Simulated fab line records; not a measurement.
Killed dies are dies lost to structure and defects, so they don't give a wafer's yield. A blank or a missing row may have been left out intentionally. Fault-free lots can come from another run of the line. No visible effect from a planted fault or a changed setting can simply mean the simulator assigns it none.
A lot that was struck, set against a sound lot + flow n5_finfet + 37 steps out of a route of 1938
Sound: these wafers, L947.3, L947.5, L947.6. Struck: wafer L957.1. (L957.3, L957.6 of the same lot were not struck and are left out.) The cause comes at the end.
Per side, at each step with rows, come the tool, then ch with its chambers, and then its first start. Under that, the readings that differ: sound wafers + struck wafers + difference of the means + sigmas: that difference in standard deviations of wafers without a fault.
alike: same words and numbers on both sides, and readings whose means sit less than 2 such deviations apart. not compared: any withheld reading, any reading some wafer has no value for, any bound like >300 that may hide the same value, and any number with overlapping values for which the record gives no deviation.
Wherever a step has rows on one side only, a row that says differs or no value, or a row with sigmas, the two part there. Non-overlapping numbers with no deviation appear without sigmas and do not part them. A reading that every wafer of one side lacks parts them only if that side has two wafers or more.

first, 9 steps without rows for these wafers: N5_BEOL_M4_ANNEAL_95 (time 240 s); N5_BEOL_M4_SPUTTER_96 (material Cu, target thk 4.5 nm, time 8.29 s); N5_BEOL_M4_ECD_50 (material Cu, target thk 300 nm); N5_BEOL_M4_ANNEAL_51 (time 90 s); N5_BEOL_M4_CMP_52 (polishes, stops on SiOC, t overpolish 6.8 s, target thk 40 nm); N5_BEOL_M4_PRE_CLEAN_60 (time 15 s); N5_BEOL_M4_CO_CAP_55 (material Co, precursor CCTBA/H2, target thk 2 nm, time 102.1 s); N5_BEOL_M4_PRE_CLEAN_56 (time 15 s); N5_BEOL_M4_DEP_57 (deposits SiCN from 3MS/NH3, target thk 8 nm, time 14 s).
N5_BEOL_M4_RC_MEAS_101:
  sound on prober-01 ch 0, day 12 12:02; struck on prober-02 ch 0, day 15 09:59
| reading        | sound          | struck | difference | sigmas |
|----------------|----------------|--------|------------|--------|
| IOFF_P (nA/um) | 0.26 0.17 0.19 | 0.38   | +0.17      | +4     |
| VT_N (mV)      | 247 255 250    | 242    | -9         | -2     |
| VT_P (mV)      | -251 -257 -255 | -240   | +14        | +4     |
  alike: DIBL_N, DIBL_P, IOFF_N, ION_N, ION_P, SS_N, SS_P
then, 24 steps without rows for these wafers: N5_BEOL_M5_ILD_DEP_00 (deposits SiCOH lowk from DEMS/porogen, target thk 140.64 nm, time 25.9 s); N5_BEOL_M5_CURE_79 (cures SiCOH lowk, time 240 s); N5_BEOL_M5_PECVD_70 (deposits SiO2 from TEOS/O2, target thk 16 nm, time 18 s); N5_BEOL_M5_HM_DEP_02 (deposits TiN, target thk 20 nm); N5_BEOL_M5_COAT_59 (time 60 s, resist thk 60 nm); N5_BEOL_M5_COAT_60 (time 60 s, resist thk 12 nm); N5_BEOL_M5_COAT_71 (time 60 s, resist thk 5 nm); N5_BEOL_M5_COAT_05 (resist thk 30 nm); N5_BEOL_M5_EBR_07; N5_BEOL_M5_SOFTBAKE_06 (time 60 s); N5_BEOL_M5_EXPOSE_08 (exposes mask M5, target cd 28 nm); N5_BEOL_M5_PEB_09 (peb time 60 s); N5_BEOL_M5_DEVELOP_10 (develop time 30 s); N5_BEOL_M5_DESCUM_16 (chemistry O2, time 7 s); N5_BEOL_M5_ETCH_72 (etches underlayer in N2/H2, target depth 6.5 nm, time 5.2 s); N5_BEOL_M5_ETCH_61 (etches SiARC in CF4, target depth 15.6 nm, time 26 s); N5_BEOL_M5_ETCH_62 (etches SOC in N2/H2, target depth 75 nm, overetch 15 nm, time 112.5 s); N5_BEOL_M5_STRIP_63 (strips in N2/H2); N5_BEOL_M5_STRIP_73 (strips in N2/H2); N5_BEOL_M5_STRIP_64 (strips in CF4); N5_BEOL_M5_HM_OPEN_17 (chemistry Cl2/BCl3, target TiN, target depth 20 nm, overetch 6 nm); N5_BEOL_M5_STRIP_19 (strips in O2); N5_BEOL_M5_COAT_65 (time 60 s, resist thk 60 nm); N5_BEOL_M5_COAT_66 (time 60 s, resist thk 12 nm).
-- a jump in the record: the struck wafers' starts before and after are 5 days apart (it breaks off in module BEOL_M5 and resumes in module BEOL_M14, where the first step shown is number 1767 of the route) --
N5_BEOL_M14_CMP_49: polishes, stops on SiO2, t overpolish 5.2 s, target thk 560 nm.
  sound on cmp-02 ch 0,1, day 16 00:08; struck on cmp-01 ch 1, day 20 09:49
| reading                      | sound             | struck | difference | sigmas      |
|------------------------------|-------------------|--------|------------|-------------|
| barrier_field_endpoint_s (s) | 11.2 11.5 11.0    | 22.2   | +11.0      | +33         |
| motor_current_A (A)          | 10.3 7.7 10.5     | 7.2    | -2.3       | -3          |
| overpolish_run_s (s)         | 5.194 5.219 5.204 | 3.805  | -1.401     | -99 or more |
| time_to_endpoint_s (s)       | 120 127 117       | 158    | +37        | +6          |
  alike: head_pressure_psi
  not compared: pad_life_wafers
N5_BEOL_M14_THK_MEAS_50: measures by xrf.
  struck on film_metro-01, day 20 10:04; sound on film_metro-02, day 16 00:26
| reading      | sound       | struck | difference | sigmas |
|--------------|-------------|--------|------------|--------|
| M14_THK (nm) | 548 549 549 | 1030   | +481       | +27    |
N5_PASSIVATION_PROBE_49:
  rows exist in the record for the struck wafers here (prober-02, day 21 08:40), but not for the sound ones

## WHERE THEY PART
First at N5_BEOL_M4_RC_MEAS_101; last, within this record, at N5_PASSIVATION_PROBE_49.

WHY: the cause the simulator had injected
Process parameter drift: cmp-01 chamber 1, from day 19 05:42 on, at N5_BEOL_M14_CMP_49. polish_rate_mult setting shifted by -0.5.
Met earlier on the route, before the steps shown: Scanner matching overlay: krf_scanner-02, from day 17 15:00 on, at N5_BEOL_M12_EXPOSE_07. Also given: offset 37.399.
